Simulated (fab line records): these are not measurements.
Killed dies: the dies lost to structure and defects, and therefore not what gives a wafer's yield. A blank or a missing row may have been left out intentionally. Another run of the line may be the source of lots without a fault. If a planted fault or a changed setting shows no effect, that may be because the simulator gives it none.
fab line records	flow nand_harc	part 1 of 2: steps 1 to 28 of 38
record: lots: 5	wafers: 15	last_day: 34
route steps=1302 shown A_ZERO_WELL@396 A_SOURCE_PLATE@413 A_ONON_D1@424
lots untouched by any fault: they come from a run of this same line in which no faults occurred
start_h: the number of hours between the record's first day and the start of the first shown wafer of the lot	wait_h: hours since the lot's step before	" same as the row above	L1.1+2: a single row standing in for several wafers	- either no value or no given start	* or withheld: withheld	< > ~ a bound
route shown NAME@n: NAME is a module with steps in the file, n the number in the route of the first one	usual: average and standard deviation across the fault-free wafers	same: alike in all rows	chamber/n: place in a boat	sites: the reading at each site	_std_site: the values' standard deviation	_edge_site: mean of outer sites minus mean of inner sites	radius_mm: for every site, how far away it sits from the centre of the wafer	mask NAME#n: copy n	behind: the most recent tool/chamber to have shaped the wafer	hold: what put the lot on hold/how long, in hours/how the hold closed	device: names the non-switching transistor (n, p or np)	end of line: the same wafers' tests at the end of the route	step lacking rows: just its recipe	killed: the dies lost at the first sort to structure and to defects; this is not the yield of the wafer	map: dies across one wafer; x = killed, . = not, _ = none there
set.NAME: the run value of the setting; set.NAME@STEP: its run value at that earlier step	model.NAME: the simulator's own value behind a step, which no gauge read
a table for each step, a row for each wafer; lots at some steps of the route
services: a tool's chamber out of use, with start hour (start_h, from the record's first day; less than 0 if before it), hours out, and reason
== steps ==
step: NHARC_A_ZERO_WELL_SOFTBAKE_05
recipe: temp_c: 125	time_s: 70
lot.wafer	tool	chamber	start_h	wait_h
L079.1+2+4	litho_track-05	0	-	-
L083.3+5+6	litho_track-05	0	-	-
L090.1+2+4	litho_track-05	0	-	-
L094.1+5+6	litho_track-03	0	-	-
L097.2+4+6	litho_track-05	0	-	-
step: NHARC_A_ZERO_WELL_EBR_06
lot.wafer	tool	chamber	start_h	wait_h
L079.1+2+4	litho_track-05	0	-	-
L083.3+5+6	litho_track-05	0	-	-
L090.1+2+4	litho_track-05	0	-	-
L094.1+5+6	litho_track-03	0	-	-
L097.2+4+6	litho_track-05	0	-	-
step: NHARC_A_ZERO_WELL_EXPOSE_07
recipe: na: 0.55	dose_mj: 33.85	mask_id: A_ZERO
same: na: 0.55
lot.wafer	tool	chamber	start_h	wait_h	mask
L079.1+2+4	krf_scanner-02	0	184.84	-	A_ZERO#0
L083.3+5+6	krf_scanner-02	0	231.30	-	A_ZERO#0
L090.1+2+4	krf_scanner-02	0	297.02	-	A_ZERO#0
L094.1+5+6	krf_scanner-04	0	340.01	-	A_ZERO#0
L097.2+4+6	krf_scanner-03	0	370.51	-	A_ZERO#0
step: NHARC_A_ZERO_WELL_PEB_08
recipe: peb_temp_c: 128	peb_time_s: 80
lot.wafer	tool	chamber	start_h	wait_h
L079.1+2+4	litho_track-07	0	184.90	0.1
L083.3+5+6	litho_track-07	0	231.35	0.1
L090.1+2+4	litho_track-07	0	297.09	0.1
L094.1+5+6	litho_track-05	0	340.08	0.1
L097.2+4+6	litho_track-07	0	370.57	0.1
step: NHARC_A_ZERO_WELL_DEVELOP_09
recipe: time_s: 50	dev_temp_c: 22
lot.wafer	tool	chamber	start_h	wait_h
L079.1+2+4	litho_track-07	0	-	-
L083.3+5+6	litho_track-07	0	-	-
L090.1+2+4	litho_track-07	0	-	-
L094.1+5+6	litho_track-05	0	-	-
L097.2+4+6	litho_track-07	0	-	-
step: NHARC_A_ZERO_WELL_CD_MEAS_10
recipe: target_cd_nm: 2000	landing_energy_ev: 500
usual: cd_nm: 1999.7/2.3
lot.wafer	tool	chamber	start_h	wait_h	cd_nm
L079.1	cd_sem-03	0	184.99	-	1999.8
L079.2	"	0	"	"	2003.1
L079.4	"	0	"	"	2002.5
L083.3	cd_sem-02	0	231.44	-	1996.9
L083.5	"	0	"	"	2000.8
L083.6	"	0	"	"	1996.9
L090.1	cd_sem-03	0	297.17	-	1999.7
L090.2	"	0	"	"	1998.8
L090.4	"	0	"	"	2000.1
L094.1	cd_sem-01	0	340.16	-	1999.2
L094.5	"	0	"	"	2000.6
L094.6	"	0	"	"	1997.8
L097.2	cd_sem-03	0	370.66	-	1995.8
L097.4	"	0	"	"	1996.0
L097.6	"	0	"	"	1998.8
step: NHARC_A_ZERO_WELL_HARDBAKE_11
recipe: temp_c: 118	time_s: 65
lot.wafer	tool	chamber	start_h	wait_h
L079.1+2+4	litho_track-03	0	185.07	-
L083.3+5+6	litho_track-07	0	231.52	-
L090.1+2+4	litho_track-05	0	297.25	-
L094.1+5+6	litho_track-07	0	340.24	-
L097.2+4+6	litho_track-05	0	370.74	-
step: NHARC_A_ZERO_WELL_DESCUM_12
recipe: time_s: 3	o2_flow_sccm: 200	ar_flow_sccm: 0	bias_power_w: 0	chemistry: O2
usual: drypump_motor_current_A: 5.7/0.31	oes_product_au: 1.004/0.013	rf_vpp_V: 57.7/0.89	showerhead_plenum_p_Torr: 1.88/0.077	throttle_valve_pct: 11.311/0.0099
lot.wafer	tool	chamber	start_h	wait_h	drypump_motor_current_A	oes_product_au	rf_hours_counter_h	rf_vpp_V	showerhead_plenum_p_Torr	throttle_valve_pct
L079.2	rie_diel-12	3	185.15	-	5.8	0.992	2	57.5	1.88	11.318
L079.4	"	0	"	"	5.7	1.003	2	57.8	1.95	11.299
L079.1	"	1	"	"	5.7	1.013	2	56.9	1.79	11.331
L083.3	rie_diel-03	1	231.61	-	5.8	1.024	21	57.3	1.84	11.297
L083.6	"	3	"	"	4.9	1.005	-	58.5	2.03	11.291
L083.5	"	0	"	"	5.5	0.993	-	58.5	1.77	11.310
L090.1	rie_diel-03	1	297.33	-	5.8	1.007	0	56.7	1.84	11.315
L090.2	"	2	"	"	6.3	1.029	0	59.2	1.95	11.321
L090.4	"	3	"	"	4.9	1.025	0	58.1	2.03	11.305
L094.1	rie_diel-03	2	340.32	-	6.3	1.015	6	58.5	1.95	11.314
L094.6	"	2	"	"	6.3	1.019	-	58.3	1.95	11.318
L094.5	"	3	"	"	4.9	1.031	-	58.5	2.02	11.325
L097.4	rie_diel-12	2	370.82	-	5.6	1.004	2	58.2	1.85	11.328
L097.2	"	3	"	"	5.8	0.997	3	55.9	1.88	11.304
L097.6	"	3	"	"	5.9	0.989	-	56.9	1.88	11.305
step: NHARC_A_ZERO_WELL_ETCH_19
recipe: target_depth_a: 800	overetch_a: 240	time_s: 87.88	ion_energy_ev: 200	n2_flow_sccm: 150	h2_flow_sccm: 150	ar_flow_sccm: 0	rf_w: 400	bias_w: 150	chemistry: N2/H2
usual: drypump_motor_current_A: 5.7/0.31	oes_product_au: 1.004/0.013	rf_vpp_V: 429.6/2.5	showerhead_plenum_p_Torr: 2.01/0.083	throttle_valve_pct: 14.172/0.0087
lot.wafer	tool	chamber	start_h	wait_h	drypump_motor_current_A	oes_product_au	rf_hours_counter_h	rf_vpp_V	showerhead_plenum_p_Torr	throttle_valve_pct
L079.1	rie_diel-12	1	185.24	0.1	5.7	1.023	2	426.8	1.91	14.165
L079.2	"	3	"	"	5.8	0.994	2	429.7	2.01	14.180
L079.4	"	0	"	"	5.8	0.998	2	431.1	2.08	14.186
L083.3	rie_diel-03	1	231.70	0.1	5.8	1.032	21	429.5	1.96	14.171
L083.5	"	2	"	"	6.3	1.024	-	431.1	2.09	14.159
L083.6	"	3	"	"	4.9	1.002	-	432.2	2.17	14.176
L090.4	rie_diel-03	3	297.41	0.1	4.9	1.025	0	433.7	2.16	14.178
L090.2	"	0	"	"	5.5	1.000	0	426.3	1.88	14.181
L090.1	"	2	"	"	6.3	1.018	0	431.0	2.08	14.177
L094.1	rie_diel-03	2	340.41	0.1	6.3	1.013	6	432.6	2.08	14.170
L094.5	"	1	"	"	5.8	0.995	-	429.5	1.96	14.183
L094.6	"	2	"	"	6.3	1.011	-	431.4	2.08	14.175
L097.4	rie_diel-12	1	370.91	0.1	5.7	1.007	2	426.1	1.90	14.168
L097.2	"	2	"	"	5.6	1.004	2	428.2	1.97	14.165
L097.6	"	1	"	"	5.7	1.005	-	427.4	1.90	14.179
step: NHARC_A_ZERO_WELL_ETCH_13
recipe: target_depth_a: 1200	time_s: 40.1	hbr_flow_sccm: 150	cl2_flow_sccm: 50	rf_w: 400	icp_w: 400	bias_w: 100	chemistry: HBr/Cl2
usual: drypump_motor_current_A: 5.5/0.45	oes_product_au: 1.002/0.013	throttle_valve_pct: 26.404/0.0093
lot.wafer	tool	chamber	start_h	wait_h	drypump_motor_current_A	oes_product_au	rf_hours_counter_h	throttle_valve_pct
L079.4	rie_si-06	1	185.35	-	5.4	1.012	0.58	26.395
L079.1	"	2	"	"	6.5	1.012	0.69	26.398
L079.2	"	0	"	"	5.1	0.974	0.70	26.399
L083.3	rie_si-02	3	231.80	-	5.2	1.020	0.64	26.413
L083.5	"	3	"	"	5.2	1.008	-	26.408
L083.6	"	0	"	"	5.1	0.992	-	26.402
L090.1	rie_si-06	1	297.53	-	5.4	1.011	0.23	26.414
L090.4	"	2	"	"	6.5	1.017	0.23	26.403
L090.2	"	0	"	"	5.1	1.008	0.29	26.403
L094.1	rie_si-06	3	340.54	-	5.0	0.999	0.55	26.404
L094.6	"	2	"	"	6.5	0.991	-	26.401
L094.5	"	3	"	"	5.0	0.988	-	26.403
L097.2	rie_si-02	0	371.02	-	5.1	1.013	0.71	26.418
L097.4	"	0	"	"	5.1	1.013	-	26.403
L097.6	"	0	"	"	5.1	1.015	-	26.400
step: NHARC_A_ZERO_WELL_STRIP_14
recipe: time_s: 900	temp_c: 130	chemistry: SPM
lot.wafer	tool	chamber	start_h	wait_h
L079.2+1+4	wet_bench-05	5,7,0	185.51	-
L083.5+3+6	wet_bench-09	4,7,0	231.95	-
L090.4+2+1	wet_bench-05	2,4,5	297.69	-
L094.1+5+6	wet_bench-09	5,0,2	340.67	-
L097.4+2+6	wet_bench-03	3,4,5	371.28	-
step: NHARC_A_ZERO_WELL_IMPLANT_15
recipe: energy_kev: 150	dose_cm2: 1e+13	tilt_deg: 7
usual: faraday_current_uA: 126.7/2.5
lot.wafer	tool	chamber	start_h	wait_h	faraday_current_uA
L079.1	implanter-02	0	185.91	0.1	125.6
L079.2	"	0	"	"	123.6
L079.4	"	0	"	"	127.3
L083.3	implanter-02	0	232.41	0.1	130.1
L083.5	"	0	"	"	126.6
L083.6	"	0	"	"	132.2
L090.1	implanter-01	0	298.09	0.1	125.9
L090.2	"	0	"	"	126.2
L090.4	"	0	"	"	130.7
L094.1	implanter-01	0	341.08	0.1	127.4
L094.5	"	0	"	"	125.6
L094.6	"	0	"	"	127.7
L097.2	implanter-02	0	371.69	0.1	129.0
L097.4	"	0	"	"	122.2
L097.6	"	0	"	"	127.4
step: NHARC_A_ZERO_WELL_PRECLEAN_22
recipe: time_s: 60	temp_c: 50	bath_age_min: 0	chemistry: SC1
lot.wafer	tool	chamber	start_h	wait_h
L079.2+1+4	wet_bench-03	1,4,5	186.12	0.2
L083.5+6+3	wet_bench-05	2,5,6	232.56	0.1
L090.2+4+1	wet_bench-05	7,0,1	298.32	0.2
L094.5+6+1	wet_bench-03	7,0,1	341.28	0.1
L097.2+4+6	wet_bench-09	0,1,3	371.88	0.2
step: NHARC_A_ZERO_WELL_SRD_23
lot.wafer	tool	chamber	start_h	wait_h
L079.2+1+4	wet_bench-03	1,4,5	-	-
L083.5+6+3	wet_bench-05	2,5,6	-	-
L090.2+4+1	wet_bench-05	7,0,1	-	-
L094.5+6+1	wet_bench-03	7,0,1	-	-
L097.2+4+6	wet_bench-09	0,1,3	-	-
step: NHARC_A_ZERO_WELL_RTA_16
recipe: temp_c: 1000	time_s: 10
usual: lamp_power_pct: 28.2/1.7	lamp_zone_1_pct: 28.2/1.7	lamp_zone_4_pct: 28.2/1.7	wafer_temp_C_max: 1003.2/0.82
lot.wafer	tool	chamber	start_h	wait_h	lamp_power_pct	lamp_zone_1_pct	lamp_zone_4_pct	wafer_temp_C_max
L079.1	rtp_anneal-01	0	186.25	-	26.5	26.5	26.5	1002.1
L079.2	"	0	"	"	26.5	26.5	26.5	1002.9
L079.4	"	0	"	"	26.5	26.5	26.5	1002.3
L083.3	rtp_anneal-02	0	232.76	-	29.9	29.9	29.9	1003.9
L083.5	"	0	"	"	29.9	29.9	29.9	1003.1
L083.6	"	0	"	"	29.9	29.9	29.9	1004.7
L090.1	rtp_anneal-02	0	298.45	-	29.9	29.8	29.9	1004.2
L090.2	"	0	"	"	29.8	29.9	29.8	1003.8
L090.4	"	0	"	"	29.8	29.9	29.9	1004.5
L094.1	rtp_anneal-02	0	341.42	-	29.9	29.9	29.9	1004.0
L094.5	"	0	"	"	29.9	29.9	29.9	1004.9
L094.6	"	0	"	"	29.9	29.9	29.9	1004.2
L097.2	rtp_anneal-02	0	372.04	-	29.8	29.9	29.9	1003.7
L097.4	"	0	"	"	29.9	29.9	29.8	1002.5
L097.6	"	0	"	"	29.8	29.9	30.0	1004.3
step: NHARC_A_ZERO_WELL_INSPECT_17
usual: raw_defect_count: 10/4.6
lot.wafer	tool	chamber	start_h	wait_h	raw_defect_count
L079.1	defect_inspect-02	-	186.45	0.2	10
L079.2	"	-	"	"	12
L079.4	"	-	"	"	7
L083.3	defect_inspect-01	-	232.90	0.1	9
L083.5	"	-	"	"	3
L083.6	"	-	"	"	1
L090.1	defect_inspect-02	-	298.64	0.2	20
L090.2	"	-	"	"	6
L090.4	"	-	"	"	10
L094.1	defect_inspect-01	-	341.62	0.2	12
L094.5	"	-	"	"	11
L094.6	"	-	"	"	19
L097.2	defect_inspect-02	-	372.21	0.1	12
L097.4	"	-	"	"	6
L097.6	"	-	"	"	3
step: NHARC_A_SOURCE_PLATE_PRECLEAN_00
recipe: time_s: 60	chemistry: HF-LAST
lot.wafer	tool	chamber	start_h	wait_h
L079.4+1+2	wet_bench-07	1,4,5	186.51	0.1
L083.6+5+3	wet_bench-02	5,0,2	232.95	0.0
L090.4+2+1	wet_bench-02	6,7,1	298.70	0.0
L094.6+5+1	wet_bench-02	3,4,5	341.67	0.0
L097.2+4+6	wet_bench-07	1,3,6	372.26	0.0
step: NHARC_A_SOURCE_PLATE_SRD_01
lot.wafer	tool	chamber	start_h	wait_h
L079.4+1+2	wet_bench-07	1,4,5	186.57	0.0
L083.6+5+3	wet_bench-02	5,0,2	-	-
L090.4+2+1	wet_bench-02	6,7,1	-	-
L094.6+5+1	wet_bench-02	3,4,5	341.74	0.1
L097.2+4+6	wet_bench-07	1,3,6	-	-
step: NHARC_A_SOURCE_PLATE_OXIDE_02
recipe: target_thk_a: 100	temp_c: 900	ox_time_s: 1362	material: SiO2
usual: spike_tc_centre_C: 900.1/1.7	spike_tc_lower_C: 899.1/1
lot.wafer	tool	chamber	start_h	wait_h	spike_tc_centre_C	spike_tc_lower_C
L079.1	furnace-07	0	191.39	4.8	901.4	899.2
L079.2	"	0	"	"	901.2	899.8
L079.4	"	0	"	"	901.9	898.9
L083.3	furnace-04	0	236.58	-	898.4	898.6
L083.5	"	0	"	"	900.8	899.5
L083.6	"	0	"	"	898.6	898.4
L090.1	furnace-04	0	303.84	-	900.0	898.4
L090.2	"	0	"	"	900.3	898.6
L090.4	"	0	"	"	895.1	899.1
L094.1	furnace-04	0	344.90	3.2	900.6	900.2
L094.5	"	0	"	"	899.0	899.6
L094.6	"	0	"	"	898.7	899.1
L097.2	furnace-07	0	375.04	-	902.8	899.2
L097.4	"	0	"	"	901.4	897.5
L097.6	"	0	"	"	901.5	897.7
step: NHARC_A_SOURCE_PLATE_THK_MEAS_09
recipe: thk_meas_gauge: ellipsometry
usual: thk_nm: 9.8/0.98
lot.wafer	tool	chamber	start_h	wait_h	thk_nm
L079.1	film_metro-01	-	195.42	0.4	10.9
L079.2	"	-	"	"	8.2
L079.4	"	-	"	"	10.4
L083.3	film_metro-02	-	240.66	0.4	9.4
L083.5	"	-	"	"	11.2
L083.6	"	-	"	"	9.5
L090.1	film_metro-01	-	307.92	0.4	8.5
L090.2	"	-	"	"	10.2
L090.4	"	-	"	"	8.1
L094.1	film_metro-02	-	348.97	0.4	8.8
L094.5	"	-	"	"	8.9
L094.6	"	-	"	"	10.0
L097.2	film_metro-01	-	379.15	0.4	11.2
L097.4	"	-	"	"	10.3
L097.6	"	-	"	"	10.0
step: NHARC_A_SOURCE_PLATE_PVD_04
recipe: target_thk_a: 500	material: WSi2
lot.wafer	tool	chamber	start_h	wait_h
L079.4+2+1	pvd_sputter-02	-	195.50	0.1
L083.3+5+6	pvd_sputter-03	-	240.74	0.1
L090.1+4+2	pvd_sputter-01	-	307.98	0.1
L094.1+6+5	pvd_sputter-02	-	349.08	0.1
L097.2+4+6	pvd_sputter-03	-	379.24	0.1
step: NHARC_A_SOURCE_PLATE_CVD_03
recipe: target_thk_a: 2000	temp_c: 620	pressure_mtorr: 200	time_s: 4000	material: poly-Si
usual: spike_tc_centre_C: 621.5/1.7	spike_tc_lower_C: 620.2/1.1
lot.wafer	tool	chamber	start_h	wait_h	spike_tc_centre_C	spike_tc_lower_C
L079.1	lpcvd_poly-04	0	197.99	-	624.5	621.1
L079.2	"	0	"	"	622.3	621.0
L079.4	"	0	"	"	622.5	620.0
L083.3	lpcvd_poly-04	0	243.23	-	620.6	618.1
L083.5	"	0	"	"	623.9	618.7
L083.6	"	0	"	"	625.5	618.9
L090.1	lpcvd_poly-01	0	310.41	-	621.1	620.2
L090.2	"	0	"	"	619.7	620.2
L090.4	"	0	"	"	620.7	618.8
L094.1	lpcvd_poly-04	0	351.54	-	623.4	620.0
L094.5	"	0	"	"	623.2	621.2
L094.6	"	0	"	"	623.5	619.7
L097.2	lpcvd_poly-02	0	381.74	-	618.2	619.8
L097.4	"	0	"	"	620.5	621.9
L097.6	"	0	"	"	619.6	619.8
step: NHARC_A_SOURCE_PLATE_ANNEAL_05
recipe: temp_c: 850	time_s: 1800
usual: spike_tc_centre_C: 850.3/1.6	spike_tc_lower_C: 849.3/1.3
lot.wafer	tool	chamber	start_h	wait_h	spike_tc_centre_C	spike_tc_lower_C
L079.1	furnace-04	0	207.28	6.2	848.6	847.0
L079.2	"	0	"	"	849.9	848.8
L079.4	"	0	"	"	848.7	849.4
L083.3	furnace-04	0	249.75	3.4	848.7	849.7
L083.5	"	0	"	"	848.6	852.2
L083.6	"	0	"	"	848.9	848.9
L090.1	furnace-07	0	319.60	6.1	852.6	848.0
L090.2	"	0	"	"	850.3	847.3
L090.4	"	0	"	"	850.2	849.8
L094.1	furnace-04	0	358.06	3.4	849.8	848.1
L094.5	"	0	"	"	848.0	849.3
L094.6	"	0	"	"	847.4	848.8
L097.2	furnace-07	0	387.78	2.9	849.5	850.6
L097.4	"	0	"	"	849.3	848.4
L097.6	"	0	"	"	851.7	849.4
step: NHARC_A_SOURCE_PLATE_THK_MEAS_06
recipe: thk_meas_gauge: ellipsometry
usual: thk_nm: 200.1/2.2
lot.wafer	tool	chamber	start_h	wait_h	thk_nm
L079.1	film_metro-02	-	211.26	0.4	204.5
L079.2	"	-	"	"	204.0
L079.4	"	-	"	"	201.8
L083.3	film_metro-01	-	253.71	0.4	202.6
L083.5	"	-	"	"	200.2
L083.6	"	-	"	"	199.8
L090.1	film_metro-02	-	323.49	0.4	201.9
L090.2	"	-	"	"	199.1
L090.4	"	-	"	"	198.1
L094.1	film_metro-02	-	362.09	0.4	197.2
L094.5	"	-	"	"	198.2
L094.6	"	-	"	"	198.3
L097.2	film_metro-02	-	391.69	0.4	201.3
L097.4	"	-	"	"	201.7
L097.6	"	-	"	"	200.8
step: NHARC_A_SOURCE_PLATE_INSPECT_08
usual: raw_defect_count: 59/24
lot.wafer	tool	chamber	start_h	wait_h	raw_defect_count
L079.1	defect_inspect-02	-	211.33	0.0	46
L079.2	"	-	"	"	63
L079.4	"	-	"	"	63
L083.3	defect_inspect-01	-	253.82	0.0	99
L083.5	"	-	"	"	36
L083.6	"	-	"	"	44
L090.1	defect_inspect-02	-	323.55	0.0	61
L090.2	"	-	"	"	37
L090.4	"	-	"	"	72
L094.1	defect_inspect-01	-	362.16	0.0	63
L094.5	"	-	"	"	95
L094.6	"	-	"	"	82
L097.2	defect_inspect-01	-	391.75	0.0	42
L097.4	"	-	"	"	39
L097.6	"	-	"	"	31
step: NHARC_A_ONON_D1_DEP_00
recipe: target_thk_a: 10000	n2_flow_sccm: 2750	n2o_flow_sccm: 2000	nh3_flow_sccm: 500	sih4_flow_sccm: 210	temp_c: 400
usual: susceptor_temp_C: 400.02/0.23
lot.wafer	tool	chamber	start_h	wait_h	susceptor_temp_C
L079.1	pecvd_onon-04	0	211.39	0.1	400.10
L079.2	"	0	"	"	400.16
L079.4	"	0	"	"	399.94
L083.3	pecvd_onon-01	0	254.00	0.2	399.84
L083.5	"	0	"	"	399.62
L083.6	"	0	"	"	400.03
L090.1	pecvd_onon-03	0	323.62	0.1	399.87
L090.2	"	0	"	"	399.86
L090.4	"	0	"	"	400.25
L094.1	pecvd_onon-01	0	362.22	0.1	399.85
L094.5	"	0	"	"	400.00
L094.6	"	0	"	"	399.70
L097.2	pecvd_onon-01	0	391.88	0.1	400.28
L097.4	"	0	"	"	400.40
L097.6	"	0	"	"	400.40
step: NHARC_A_ONON_D1_THK_MEAS_02
recipe: thk_meas_gauge: ellipsometry
usual: thk_nm: 1000/8.8
lot.wafer	tool	chamber	start_h	wait_h	thk_nm
L079.1	film_metro-02	-	211.91	-	999
L079.2	"	-	"	"	999
L079.4	"	-	"	"	997
L083.3	film_metro-01	-	254.40	-	1020
L083.5	"	-	"	"	1019
L083.6	"	-	"	"	1020
L090.1	film_metro-02	-	324.13	-	994
L090.2	"	-	"	"	994
L090.4	"	-	"	"	996
L094.1	film_metro-01	-	362.73	-	1000
L094.5	"	-	"	"	999
L094.6	"	-	"	"	1001
L097.2	film_metro-02	-	392.33	-	1006
L097.4	"	-	"	"	1004
L097.6	"	-	"	"	1003
step: NHARC_A_ONON_D1_DEP_03
recipe: target_thk_a: 10000	n2_flow_sccm: 2750	n2o_flow_sccm: 2000	nh3_flow_sccm: 500	sih4_flow_sccm: 210	temp_c: 400
usual: susceptor_temp_C: 399.98/0.25
lot.wafer	tool	chamber	start_h	wait_h	susceptor_temp_C
L079.1	pecvd_onon-03	0	211.96	0.1	399.85
L079.2	"	0	"	"	400.08
L079.4	"	0	"	"	400.22
L083.3	pecvd_onon-04	0	254.57	0.2	399.64
L083.5	"	0	"	"	399.51
L083.6	"	0	"	"	399.83
L090.1	pecvd_onon-04	0	324.19	0.1	400.03
L090.2	"	0	"	"	400.10
L090.4	"	0	"	"	400.05
L094.1	pecvd_onon-04	0	362.79	0.1	400.30
L094.5	"	0	"	"	400.18
L094.6	"	0	"	"	400.03
L097.2	pecvd_onon-01	0	392.44	0.1	400.43
L097.4	"	0	"	"	400.17
L097.6	"	0	"	"	400.10
